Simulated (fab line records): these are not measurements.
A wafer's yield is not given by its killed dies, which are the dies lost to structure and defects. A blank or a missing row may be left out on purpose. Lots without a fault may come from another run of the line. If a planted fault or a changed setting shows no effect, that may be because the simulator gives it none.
fab line records	flow n5_finfet
record: lots: 12	wafers: 34	last_day: 19
route steps=1938 shown SD_EPI_N@274 SD_EPI_P@304 PASSIVATION@1936
lots with no fault: from the same line, run without faults
start_h: start of the lot's first displayed wafer, in hours after the record's first day	wait_h: time in hours since the lot's previous step	" unchanged from the row above	L1.1+2: a row that stands for several wafers	- no value present, or no start provided	* or withheld: withheld	< > ~ a bound
route shown NAME@n: names a module that has steps shown in the file, with the first one's number in the route	usual: mean/standard deviation of fault-free wafers	same: alike in all rows	chamber/n: place in a boat	sites: per-site readings	_std_site: the values' standard deviation	_edge_site: mean of outer sites minus mean of inner sites	radius_mm: for every site, how far away it sits from the centre of the wafer	mask NAME#n: copy n	behind: the tool/chamber that last shaped the wafer	hold: reason for holding the lot/hours on hold/outcome of the hold	device: the n, p or np transistor that did not switch	end of line: the route-end tests of the same wafers	for a step that has no rows: nothing shown but its recipe	killed: the dies lost at the first sort to structure and to defects; this is not the yield of the wafer	map: a wafer's dies, x killed, . not, _ none there
set.NAME: the setting that was run; set.NAME@STEP: the one run at that earlier step	model.NAME: the simulator's own value behind a step, which no gauge read
the route's steps for a sample of lots (tables are steps, rows are wafers)
services: the hour from which a tool's chamber was out of use, counted from the record's first day as start_h (under 0 if before that day), plus the number of hours and why
== steps ==
step: N5_SD_EPI_N_ETCH_34
recipe: chemistry: CF4	target: SiARC	target_depth_a: 455	mask_material: CAR-ArF-block	time_s: 75.8	ion_energy_ev: 80	pressure_mtorr: 40	source_w: 545	bias_w: 36	Ar_flow_sccm: 100	cf4_flow_sccm: 100	ends: cleared
usual: bias_w: 36.01/0.1	cf4_flow_sccm: 100.0/0.31	drypump_motor_current_A: 5.8/0.4	etch_rf_on_time_s: 76.4/1.6	oes_product_au: 0.65/0.077	rf_vpp_V: 184.2/1.2	showerhead_plenum_p_Torr: 2.16/0.072	throttle_valve_pct: 15.66/0.24
lot.wafer	tool	chamber	start_h	wait_h	bias_w	cf4_flow_sccm	drypump_motor_current_A	etch_rf_on_time_s	oes_product_au	rf_hours_counter_h	rf_vpp_V	showerhead_plenum_p_Torr	throttle_valve_pct
L773.1	rie_diel-01	0	49.51	0.0	36.12	100.5	5.2	77.4	0.71	47	184.4	2.26	15.49
L773.3	"	2	"	"	35.89	100.0	5.5	75.7	0.83	4	183.2	2.19	15.29
L774.1	rie_diel-03	0	57.48	0.0	36.09	99.9	6.2	78.0	0.63	146	184.9	2.24	15.79
L774.2	"	3	"	"	36.07	99.6	5.1	79.0	0.61	187	182.9	2.05	15.91
L774.5	"	2	"	"	36.16	100.0	5.2	77.0	0.60	-	183.1	2.13	15.84
L776.1	rie_diel-03	0	66.26	0.0	35.92	100.0	6.2	75.9	0.63	150	185.8	2.23	15.79
L776.2	"	1	"	"	35.95	100.2	6.1	76.3	0.60	229	184.1	2.13	15.49
L776.5	"	1	"	"	36.04	99.8	6.1	75.8	0.60	-	183.0	2.13	15.50
L779.1	rie_diel-03	2	87.67	0.0	36.03	99.5	5.2	76.3	0.61	208	183.2	2.13	15.88
L779.2	"	1	"	"	35.95	99.6	6.1	77.1	0.59	239	184.9	2.13	15.53
L779.6	"	1	"	"	36.00	99.7	6.1	77.9	0.59	-	183.8	2.12	15.51
L780.2	rie_diel-05	0	93.33	0.0	36.07	100.3	6.1	75.0	0.62	215	182.6	2.04	15.54
L780.5	"	2	"	"	35.99	100.0	6.1	78.9	0.64	-	184.2	2.22	15.74
L780.6	"	3	"	"	36.04	100.0	6.1	76.1	0.63	-	181.6	2.05	15.60
L789.1	rie_diel-01	0	143.90	0.0	36.02	100.3	5.1	77.5	0.69	85	184.3	2.25	15.53
L789.2	"	2	"	"	35.92	100.5	5.5	76.3	0.77	27	182.2	2.18	15.34
L789.5	"	0	"	"	36.07	99.7	5.2	78.1	0.68	-	186.3	2.25	15.55
L790.2	rie_diel-01	1	151.06	0.0	35.98	100.0	6.1	73.4	0.78	27	182.8	2.18	15.25
L790.4	"	0	"	"	36.05	99.9	5.2	77.0	0.68	-	187.3	2.25	15.56
L792.3	rie_diel-01	3	167.80	0.0	35.98	100.0	5.7	76.9	0.80	6	186.5	2.29	15.85
L792.5	"	3	"	"	36.00	99.8	5.7	76.5	0.81	-	185.0	2.30	15.85
L792.6	"	0	"	"	36.11	99.6	5.1	77.2	0.67	-	184.1	2.24	15.58
L793.1	rie_diel-01	1	170.11	0.0	35.80	99.5	6.1	73.6	0.77	36	185.1	2.17	15.27
L793.4	"	2	"	"	35.97	99.7	5.5	77.0	0.75	40	184.4	2.17	15.36
L793.5	"	2	"	"	36.07	99.6	5.5	76.7	0.75	-	185.6	2.17	15.36
L794.2	rie_diel-01	1	183.09	0.0	35.96	99.9	6.1	74.2	0.76	40	184.4	2.17	15.30
L794.3	"	3	"	"	35.81	100.1	5.7	76.8	0.78	11	185.7	2.29	15.86
L794.6	"	0	"	"	36.20	100.0	5.1	77.3	0.66	-	185.7	2.24	15.59
L795.2	rie_diel-05	3	183.86	0.0	35.97	100.4	6.1	74.8	0.62	203	183.2	2.04	15.65
L795.5	"	1	"	"	36.17	99.8	5.5	79.2	0.57	-	183.0	2.12	15.87
L795.6	"	0	"	"	36.03	100.2	6.1	74.2	0.60	-	182.7	2.03	15.60
L796.1	rie_diel-03	0	190.99	0.0	36.03	99.9	6.2	77.6	0.59	209	185.6	2.21	15.91
L796.3	"	2	"	"	36.04	99.6	5.2	76.1	0.58	257	183.9	2.11	15.97
L796.6	"	0	"	"	36.12	100.0	6.2	77.8	0.58	-	185.0	2.21	15.90
step: N5_SD_EPI_N_LINER_46
recipe: material: SiNx	target_thk_a: 30	temp_c: 400	ald_precursor_family: SiH2I2	ald_co_reactant: N2/H2-plasma	pressure_torr: 2
usual: heater_power_w: 871/68
lot.wafer	tool	chamber	start_h	wait_h	heater_power_w
L773.1	ald_sin-03	2	54.91	0.2	868
L773.3	"	0	"	"	748
L774.1	ald_sin-02	2	61.15	0.2	906
L774.2	"	1	"	"	909
L774.5	"	2	"	"	870
L776.1	ald_sin-04	0	70.83	0.3	976
L776.2	"	2	"	"	932
L776.5	"	2	"	"	949
L779.1	ald_sin-02	1	91.33	0.2	899
L779.2	"	3	"	"	889
L779.6	"	0	"	"	832
L780.2	ald_sin-02	2	97.56	0.7	887
L780.5	"	1	"	"	900
L780.6	"	2	"	"	902
L789.1	ald_sin-02	0	148.53	0.2	844
L789.2	"	1	"	"	917
L789.5	"	2	"	"	875
L790.2	ald_sin-04	0	154.72	0.1	977
L790.4	"	2	"	"	922
L792.3	ald_sin-04	3	172.42	0.2	723
L792.5	"	2	"	"	949
L792.6	"	3	"	"	718
L793.1	ald_sin-04	0	173.95	0.3	1008
L793.4	"	2	"	"	943
L793.5	"	1	"	"	968
L794.2	ald_sin-02	3	187.96	1.2	879
L794.3	"	1	"	"	908
L794.6	"	2	"	"	910
L795.2	ald_sin-04	0	188.28	0.9	982
L795.5	"	1	"	"	925
L795.6	"	0	"	"	1000
L796.1	ald_sin-02	3	194.78	0.2	882
L796.3	"	2	"	"	892
L796.6	"	0	"	"	823
step: N5_SD_EPI_P_OVL_MEAS_10
recipe: points_per_wafer: 44
usual: SD_P_BLK_OVL: -0.5/0.79
same: points_per_wafer: 44
lot.wafer	tool	chamber	start_h	wait_h	SD_P_BLK_OVL[nm]
L773.1	overlay-01	0	55.46	0.0	-1.8
L773.3	"	0	"	"	-1.7
L774.1	overlay-01	0	61.83	0.0	-1.1
L774.2	"	0	"	"	-0.3
L774.5	"	0	"	"	-0.9
L776.1	overlay-01	0	71.38	0.0	-0.4
L776.2	"	0	"	"	-0.8
L776.5	"	0	"	"	-0.3
L779.1	overlay-01	0	92.01	0.0	-1.1
L779.2	"	0	"	"	-0.2
L779.6	"	0	"	"	0.1
L780.2	overlay-02	0	98.24	0.0	-0.8
L780.5	"	0	"	"	-0.2
L780.6	"	0	"	"	-1.3
L789.1	overlay-01	0	149.09	0.0	-1.7
L789.2	"	0	"	"	-1.3
L789.5	"	0	"	"	0.0
L790.2	overlay-02	0	155.40	0.0	-1.3
L790.4	"	0	"	"	-1.1
L792.3	overlay-01	0	173.10	0.0	-0.3
L792.5	"	0	"	"	-0.9
L792.6	"	0	"	"	-0.7
L793.1	overlay-02	0	174.51	0.0	-0.6
L793.4	"	0	"	"	-2.4
L793.5	"	0	"	"	-1.0
L794.2	overlay-01	0	188.64	0.0	0.2
L794.3	"	0	"	"	0.1
L794.6	"	0	"	"	0.1
L795.2	overlay-01	0	188.95	0.0	-0.3
L795.5	"	0	"	"	-0.7
L795.6	"	0	"	"	-0.2
L796.1	overlay-01	0	195.46	0.0	-0.8
L796.3	"	0	"	"	-0.3
L796.6	"	0	"	"	-0.6
step: N5_SD_EPI_P_WET_ETCH_45
recipe: chemistry: dHF	dilution: withheld	time_s: 10.7	target: SiO2	target_depth_a: 20	temp_c: 25	dry: ipa_marangoni	rinse_time_s: 30	rinse_temp_c: 23
usual: rinse_temp_c: 23.02/0.11	rinse_time_s: 30/0
lot.wafer	tool	chamber	start_h	wait_h	rinse_temp_c	rinse_time_s
L773.1	wet_bench-03	2	56.50	0.1	23.06	30
L773.3	"	6	"	"	23.12	30
L774.1	wet_bench-05	4	62.67	0.1	22.95	30
L774.2	"	6	"	"	22.95	30
L774.5	"	7	"	"	23.12	30
L776.1	wet_bench-03	4	72.22	0.1	23.19	30
L776.2	"	5	"	"	23.03	30
L776.5	"	6	"	"	22.92	30
L779.1	wet_bench-03	0	92.85	0.1	-	-
L779.2	"	1	"	"	-	-
L779.6	"	7	"	"	-	-
L780.2	wet_bench-02	7	99.08	0.1	-	-
L780.5	"	3	"	"	-	-
L780.6	"	4	"	"	-	-
L789.1	wet_bench-05	6	149.93	0.1	22.97	30
L789.2	"	5	"	"	23.22	30
L789.5	"	3	"	"	23.10	30
L790.2	wet_bench-02	3	156.24	0.1	23.09	30
L790.4	"	7	"	"	22.99	30
L792.3	wet_bench-03	3	173.98	0.1	22.95	30
L792.5	"	4	"	"	22.97	30
L792.6	"	6	"	"	23.17	30
L793.1	wet_bench-05	4	175.35	0.1	22.96	30
L793.4	"	2	"	"	23.05	30
L793.5	"	5	"	"	23.02	30
L794.2	wet_bench-03	2	189.48	0.1	22.91	30
L794.3	"	4	"	"	23.26	30
L794.6	"	5	"	"	23.00	30
L795.2	wet_bench-03	4	189.79	0.1	23.08	30
L795.5	"	5	"	"	23.17	30
L795.6	"	3	"	"	22.88	30
L796.1	wet_bench-03	2	196.30	0.1	23.01	30
L796.3	"	0	"	"	23.13	30
L796.6	"	1	"	"	23.22	30
step: N5_PASSIVATION_PROBE_49
usual: killed_at_M0_to_M3: 33/9.9	killed_at_M4_up: 14/6.4	killed_at_contacts: 12/7	killed_at_front_end: 41/13	killed_at_other: 3.1/2.9	killed_dies: 103/20	killed_on_rim: 13/4	killed_open: 67/14	killed_short: 34/9.4
same: gross_dies: 1180	killed_at_back_side: 0
lot.wafer	tool	chamber	start_h	wait_h	killed_at_M0_to_M3	killed_at_M4_up	killed_at_contacts	killed_at_front_end	killed_at_other	killed_dies	killed_on_rim	killed_open	killed_short
L780.2	prober-02	-	302.92	0.1	38	7	3	36	1	85	7	50	34
L780.5	prober-02	-	303.07	0.2	33	14	5	50	1	103	20	67	36
L780.6	prober-02	-	303.12	0.3	26	13	15	36	2	92	8	53	37
L789.1	prober-02	-	395.11	0.0	32	10	14	34	0	90	15	44	42
L789.2	prober-02	-	395.16	0.1	27	4	16	39	5	91	14	47	38
L789.5	prober-02	-	395.31	0.2	19	9	29	51	0	108	11	64	43
killed by level:class
L780.2 FIN_SAQP:geometric_particle:short=12 BEOL_M1:geometric_particle:open=10 BEOL_M3:geometric_particle:open=8 FIN_SAQP:geometric_particle:open=6 STI_FIN_REVEAL:geometric_particle:open=6 BEOL_M0_SAQP:geometric_particle:short=5 BEOL_M0_SAQP:geometric_particle:open=4 MOL_CONTACT_COAG:geometric_particle:open=3
L780.5 FIN_SAQP:geometric_particle:short=17 FIN_SAQP:geometric_particle:open=11 BEOL_M1:geometric_particle:open=10 BEOL_M2:geometric_particle:open=7 BEOL_M3:geometric_particle:open=6 STI_FIN_REVEAL:geometric_particle:open=5 BEOL_M4:geometric_particle:open=4 STARTING-WAFER:geometric_particle:open=4
L780.6 FIN_SAQP:geometric_particle:short=14 MOL_CONTACT_COAG:geometric_particle:open=12 BEOL_M3:geometric_particle:open=6 BEOL_M2:geometric_particle:open=6 BEOL_M6:geometric_particle:open=6 STI_FIN_REVEAL:geometric_particle:open=4 BEOL_M1:geometric_particle:open=4 BEOL_M0_SAQP:geometric_particle:short=3
L789.1 BEOL_M0_SAQP:geometric_particle:short=13 FIN_SAQP:geometric_particle:short=12 MOL_CONTACT_COAG:geometric_particle:open=11 BEOL_M2:geometric_particle:open=8 GATE_CUT:geometric_particle:short=4 BEOL_M0_SAQP:geometric_particle:open=4 FIN_SAQP:geometric_particle:open=3 MOL_CONTACT_COAG:geometric_particle:short=3
L789.2 FIN_SAQP:geometric_particle:short=11 FIN_SAQP:geometric_particle:open=9 MOL_CONTACT_COAG:geometric_particle:open=9 BEOL_M3:geometric_particle:open=8 GATE_CUT:geometric_particle:short=7 MOL_CONTACT_COAG:geometric_particle:short=7 BEOL_M1:geometric_particle:open=5 GATE_CUT:geometric_particle:open=4
L789.5 MOL_CONTACT_COAG:geometric_particle:open=24 FIN_SAQP:geometric_particle:short=16 FIN_SAQP:geometric_particle:open=13 BEOL_M0_SAQP:geometric_particle:open=6 GATE_CUT:geometric_particle:short=5 MOL_CONTACT_COAG:geometric_particle:short=5 STI_FIN_REVEAL:geometric_particle:open=4 BEOL_M0_SAQP:geometric_particle:short=4
== services ==
tool	chamber	start_h	hours	kind
rie_diel-03	2	26.72	4.9	repair
rie_diel-03	0	30.25	4.7	repair
rie_diel-01	1	59.08	2.7	repair
ald_sin-04	3	60.60	13.3	repair
rie_diel-03	3	60.64	132.0	repair
rie_diel-01	1	67.45	-	clean
rie_diel-01	1	67.45	-	consumable_replace:focus_ring
rie_diel-01	1	67.45	16.1	scheduled_down
rie_diel-01	1	67.45	16.1	vent_cycle
rie_diel-01	2	79.65	27.8	repair
ald_sin-04	-	87.53	14.0	pm
ald_sin-04	0	87.53	14.0	vent_cycle
ald_sin-02	1	102.28	21.5	repair
wet_bench-02	-	116.69	1.9	pm
ald_sin-03	1	116.87	3.1	repair
ald_sin-03	2	117.68	11.0	repair
rie_diel-01	3	137.47	-	clean
rie_diel-01	3	137.47	-	consumable_replace:focus_ring
rie_diel-01	3	137.47	-	consumable_replace:showerhead
rie_diel-01	3	137.47	16.5	scheduled_down
rie_diel-01	3	137.47	16.5	vent_cycle
ald_sin-02	0	138.03	2.0	repair
rie_diel-05	0	175.21	1.2	repair
ald_sin-03	-	176.75	14.0	pm
== key ==
first_sign: step: N5_SD_EPI_P_WET_ETCH_45	reading: tool_record	direction: missing
effect none on later readings
met_at N5_SD_EPI_P_WET_ETCH_45
struck_lots L779,L780
tester_left_out L779,L780
not_acting_at N5_SD_EPI_N_ETCH_34,N5_SD_EPI_N_LINER_46,N5_SD_EPI_P_OVL_MEAS_10
onset_between 72.22 92.85
fault: kind: skipped_step_whole	tool: wet_bench-02,wet_bench-03	chamber: -	onset_h: 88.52	steps: N5_SD_EPI_P_WET_ETCH_45	scope: struck_lots_only
tester_left_out: of these lots the tester's yield and bins aren't shown, on N5 and GAA mostly nor the transistor test; their killed dies are dies lost to structure and defects alone, not to doping, threshold or leakage, so they don't give the yield
